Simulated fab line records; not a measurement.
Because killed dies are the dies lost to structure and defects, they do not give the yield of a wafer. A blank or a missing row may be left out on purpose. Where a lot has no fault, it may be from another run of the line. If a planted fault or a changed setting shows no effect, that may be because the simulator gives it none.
A lot that was struck, set against a sound lot || flow n5 finfet || 16 steps out of a route of 1938
Sound: the wafers L511.1, L511.4, L511.6. Struck: wafer L520.2 (left out: L520.4, L520.6 of the same lot, which were not struck); the cause appears at the end.
At each step with rows: each side's tool, then ch and its chambers, then its first start. Under that, the readings that differ: sound wafers || struck wafers || difference of the means || sigmas: that difference in standard deviations of wafers without a fault.
alike: same words and numbers on both sides, and readings whose means sit less than 2 such deviations apart. not compared: any withheld reading, any reading some wafer has no value for, any bound like >300 that may hide the same value, and any number with overlapping values for which the record gives no deviation.
A row with sigmas, a row that says differs or no value, or rows on one side alone: a step with any of these is where the two part. When numbers do not overlap yet have no deviation, they are printed without sigmas and do not part them. A reading that every wafer of one side lacks parts them only if that side has two wafers or more.

first, 7 steps without rows for these wafers: N5_MIM_BOT_LITHO_COAT_02; N5_MIM_BOT_LITHO_EBR_04; N5_MIM_BOT_LITHO_SOFTBAKE_03 (time 90 s); N5_MIM_BOT_LITHO_EXPOSE_05 (exposes mask MIM BOT); N5_MIM_BOT_LITHO_PEB_06; N5_MIM_BOT_LITHO_DEVELOP_07 (develop time 60 s); N5_MIM_BOT_LITHO_HARDBAKE_09 (time 120 s).
N5_MIM_BOT_LITHO_CD_MEAS_08: target cd 3000 nm.
  sound on cd sem-02 ch 0, day 14 02:52; struck on cd sem-02 ch 0, day 17 12:04
  alike: cd nm
N5_MIM_BOT_LITHO_OVL_MEAS_11:
  sound on overlay-02 ch 0, day 14 02:53; struck on overlay-02 ch 0, day 17 12:06
  alike: MIM_BOT_OVL
N5_MIM_BOT_LITHO_INSPECT_12: inspects for defects (macro).
  sound on defect inspect-01, day 14 02:55; struck on defect inspect-01, day 17 12:07
  alike: raw defect count
N5_MIM_BOT_LITHO_DESCUM_10: chemistry O2, time 7.9 s.
  sound on rie diel-06 ch 2,3, day 14 03:05; struck on rie diel-03 ch 3, day 17 12:10
  alike: drypump motor current A, oes product au, rf vpp V, showerhead plenum p Torr, throttle valve pct
  not compared: rf hours counter h
N5_MIM_BOT_ETCH_ETCH_04: etches SiNx in CF4/O2, target depth 26 nm, time 13 s.
  sound on rie diel-06 ch 2,3, day 14 03:09; struck on rie diel-03 ch 3, day 17 12:13
  alike: drypump motor current A, oes product au, rf vpp V, showerhead plenum p Torr, throttle valve pct
  not compared: rf hours counter h
N5_MIM_BOT_ETCH_ETCH_03: etches the open film in Cl2/BCl3, target depth 12 nm.
  sound on rie metal-01 ch 0,1, day 14 03:14; struck on rie metal-01 ch 0, day 17 12:19
{"reading": "oes product au (a.u.)", "sound": "0.95 0.95 0.69", "struck": 0.55, "difference": -0.31, "sigmas": -3}
{"reading": "model.etch.depth nm (nm)", "sound": "11.95 12.05 12.03", "struck": 8.64, "difference": -3.37, "sigmas": ""}
{"reading": "model.MIM_BOT_ETCH.cd offset nm (nm)", "sound": "0 0.2 -0.2", "struck": 1.2, "difference": "+1.2", "sigmas": ""}
  alike: drypump motor current A, throttle valve pct
  not compared: rf hours counter h
N5_MIM_BOT_ETCH_ETCH_00: etches TiN in Cl2/BCl3, target depth 45.5 nm.
  sound on rie metal-01 ch 0,1, day 14 03:20; struck on rie metal-01 ch 0, day 17 12:24
{"reading": "model.MIM_BOT_ETCH.cd offset nm (nm)", "sound": "0 0.4 0", "struck": 1, "difference": "+1", "sigmas": ""}
  alike: drypump motor current A, oes product au, throttle valve pct
  not compared: rf hours counter h
N5_MIM_BOT_ETCH_STRIP_01: strips in O2.
  sound on rie diel-03 ch 0,1,2, day 14 03:35; struck on rie diel-03 ch 3, day 17 12:35
{"reading": "throttle valve pct (%)", "sound": "16.83 16.61 17.03", "struck": 16.38, "difference": -0.44, "sigmas": -2}
  alike: drypump motor current A, oes product au, rf vpp V, showerhead plenum p Torr
  not compared: rf hours counter h
N5_PASSIVATION_PROBE_49:
  record: rows for the struck wafers here (prober-02, day 17 23:58), none for the sound ones

== WHERE THEY PART ==
First at N5_MIM_BOT_ETCH_ETCH_03; last, within this record, at N5_PASSIVATION_PROBE_49.

WHY: what the simulator had put in
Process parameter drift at N5_MIM_BOT_ETCH_ETCH_03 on rie metal-01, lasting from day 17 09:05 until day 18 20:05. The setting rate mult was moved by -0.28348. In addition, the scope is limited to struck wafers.
